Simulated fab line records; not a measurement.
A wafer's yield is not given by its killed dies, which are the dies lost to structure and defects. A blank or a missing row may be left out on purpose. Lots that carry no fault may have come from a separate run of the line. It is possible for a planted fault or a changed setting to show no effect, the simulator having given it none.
A lot that was struck, set against a sound lot -- flow nand_harc -- 42 steps out of a route of 1302
Sound: the wafers L159.4, L159.5, L159.6. Wafers L173.1, L173.3, L173.6 were the ones struck. The cause is given at the end.
Per side, at each step with rows, come the tool, then ch with its chambers, and then its first start. Under that, the readings that differ: sound wafers -- struck wafers -- difference of the means -- sigmas: that difference in standard deviations of wafers without a fault.
alike: same words and numbers on both sides, and readings whose means sit less than 2 such deviations apart. not compared: any withheld reading, any reading some wafer has no value for, any bound like >300 that may hide the same value, and any number with overlapping values for which the record gives no deviation.
A row with sigmas, a row that says differs or no value, or rows on one side alone: a step with any of these is where the two part. Non-overlapping numbers with no deviation appear without sigmas and do not part them. A reading that every wafer of one side lacks parts them only if that side has two wafers or more.

NHARC_A_CONTACT_ETCH_77: etches the open film in CF4/CHF3, target depth 108.9 nm, time 54.5 s.
  sound: rie_diel-09 ch 1,2,3; struck: rie_diel-11 ch 0,2,3
  alike: chf3_flow_sccm, drypump_motor_current_A, oes_product_au, rf_vpp_V, showerhead_plenum_p_Torr, throttle_valve_pct
  not compared: rf_hours_counter_h
NHARC_A_CONTACT_ETCH_78: etches the open film in O2/COS, target depth 5300 nm, time 1378 s.
  sound: rie_diel-09 ch 0,1; struck: rie_diel-11 ch 0,2
reading,sound,struck,difference,sigmas
cos_flow_sccm (sccm),20.14 20.02 20.07,19.91 19.98 19.96,-0.13,-2
  alike: drypump_motor_current_A, o2_flow_sccm, oes_product_au, rf_vpp_V, showerhead_plenum_p_Torr, throttle_valve_pct
  not compared: rf_hours_counter_h
then, 8 steps without rows for these wafers: NHARC_A_CONTACT_ETCH_124 (etches the open film in C4F8/O2/Ar, time 140 s, target depth 700 nm); NHARC_A_CONTACT_ETCH_125 (etches the open film in C4F8/O2/Ar, time 197 s, target depth 1918 nm); NHARC_A_CONTACT_ETCH_126 (etches the open film in C4F8/O2/Ar, time 197 s, target depth 1918 nm); NHARC_A_CONTACT_ETCH_127 (etches the open film in C4F8/O2/Ar, time 197 s, target depth 1918 nm); NHARC_A_CONTACT_ETCH_128 (etches the open film in C4F8/O2/Ar, time 197 s, target depth 1918 nm); NHARC_A_CONTACT_ETCH_129 (etches the open film in C4F8/O2/Ar, time 197 s, target depth 1918 nm); NHARC_A_CONTACT_ETCH_130 (etches the open film in C4F8/O2/Ar, time 197 s, target depth 1918 nm); NHARC_A_CONTACT_ETCH_131 (etches the open film in C4F8/O2/Ar, time 197 s, target depth 1918 nm).
NHARC_A_CONTACT_ETCH_132: etches the open film in C4F8/O2/Ar, time 197 s, target depth 1924 nm.
  sound on har_cap_etch-03 ch 0,1, day 22 14:50; struck on har_cap_etch-03 ch 1, day 27 16:17
  not compared: rf_hours_counter_h
NHARC_A_CONTACT_ETCH_133: etches the open film in C4F8/O2/Ar, time 374 s, target depth 1610 nm.
  sound on har_cap_etch-03 ch 0,1, day 22 15:06; struck on har_cap_etch-03 ch 1, day 27 16:31
  not compared: rf_hours_counter_h
NHARC_A_CONTACT_ETCH_91: etches the open film in CH3F/O2, target depth 40 nm, time 85.7 s.
  sound on rie_diel-11 ch 1,2, day 22 15:55; struck on rie_diel-11 ch 0,2,3, day 27 17:26
  alike: drypump_motor_current_A, o2_flow_sccm, oes_product_au, rf_vpp_V, showerhead_plenum_p_Torr, throttle_valve_pct
  not compared: rf_hours_counter_h
then, 1 step without rows for these wafers: NHARC_A_CONTACT_ETCH_97 (etches the open film in C4F6/O2, target depth 20 nm, time 10 s).
NHARC_A_CONTACT_CD_MEAS_80:
  sound on cd_sem-02, day 22 16:11; struck on cd_sem-01, day 27 17:39
  alike: cd_nm
then, 18 steps without rows for these wafers: NHARC_A_CONTACT_STRIP_103 (strips in N2/H2); NHARC_A_CONTACT_STRIP_104 (strips in CF4/CHF3); NHARC_A_CONTACT_STRIP_105 (strips in O2/COS); NHARC_A_CONTACT_ETCH_106 (etches the open film in CF4/O2, target depth 90 nm, overetch 9 nm, time 49.5 s); NHARC_A_CONTACT_STRIP_82 (strips in O2); NHARC_A_CONTACT_STRIP_83 (strips in post etch residue remover, time 600 s); NHARC_A_CONTACT_DEP_84 (deposits aC, target thk 2800 nm); NHARC_A_CONTACT_DEP_85 (deposits SiON, target thk 60 nm); NHARC_A_CONTACT_DEHYDRATE_00 (time 120 s); NHARC_A_CONTACT_HMDS_01 (time 30 s); NHARC_A_CONTACT_COAT_86 (time 75 s); NHARC_A_CONTACT_COAT_87 (time 65 s); NHARC_A_CONTACT_COAT_02 (resist thk 90 nm); NHARC_A_CONTACT_SOFTBAKE_03 (time 55 s); NHARC_A_CONTACT_EBR_04; NHARC_A_CONTACT_EXPOSE_05 (exposes mask A CC); NHARC_A_CONTACT_PEB_06 (peb time 65 s); NHARC_A_CONTACT_DEVELOP_07 (develop time 35 s).
NHARC_A_CONTACT_CD_MEAS_08 targets a cd of 200 nm.
  sound on cd_sem-02 ch 0, day 22 19:40; struck on cd_sem-01 ch 0, day 27 21:14
  alike: cd_nm
NHARC_A_CONTACT_OVL_MEAS_09:
  sound on overlay-02, day 22 19:44; struck on overlay-01, day 27 21:19
reading,sound,struck,difference,sigmas
overlay_x_nm (nm),-2.5 -2.8 -2.4,-0.4 -0.1 -0.5,+2.2,+2
overlay_y_nm (nm),-1.6 -1.0 -1.8,0.7 1.1 1.1,+2.4,+3
NHARC_A_CONTACT_DESCUM_13: chemistry O2, time 3 s.
  sound on rie_diel-02 ch 1,2, day 22 19:50; struck on rie_diel-11 ch 0,3, day 27 21:26
reading,sound,struck,difference,sigmas
oes_product_au (a.u.),0.990 0.986 0.986,1.015 1.014 1.004,+0.024,+2
  alike: drypump_motor_current_A, o2_flow_sccm, rf_vpp_V, showerhead_plenum_p_Torr, throttle_valve_pct
  not compared: rf_hours_counter_h
then, 5 steps without rows for these wafers: NHARC_A_CONTACT_ETCH_88 (etches the open film in CF4, target depth 39 nm, time 65 s); NHARC_A_CONTACT_ETCH_89 (etches the open film in N2/H2, target depth 260 nm, time 475.3 s); NHARC_A_CONTACT_ETCH_30 (etches the open film in CF4/CHF3, target depth 72.6 nm, time 36.3 s); NHARC_A_CONTACT_ETCH_31 (etches the open film in O2/COS, target depth 2800 nm, time 728 s); NHARC_A_CONTACT_ETCH_134 (etches the open film in C4F8/O2/Ar, time 140 s, target depth 700 nm).
-- the record jumps here: 2 days lie between the struck wafers' starts before and after (it left off in module A_CONTACT and takes up again in module END, whose first step shown is number 1302 of the route) --
NHARC_END_SORT_01:
  here the record holds rows for the struck wafers (prober-02 ch 0, day 30 02:37) but none for the sound ones

WHERE THEY PART
Earliest at NHARC_A_CONTACT_ETCH_78; latest, in this record, at NHARC_END_SORT_01.

WHY: whatever the simulator had introduced
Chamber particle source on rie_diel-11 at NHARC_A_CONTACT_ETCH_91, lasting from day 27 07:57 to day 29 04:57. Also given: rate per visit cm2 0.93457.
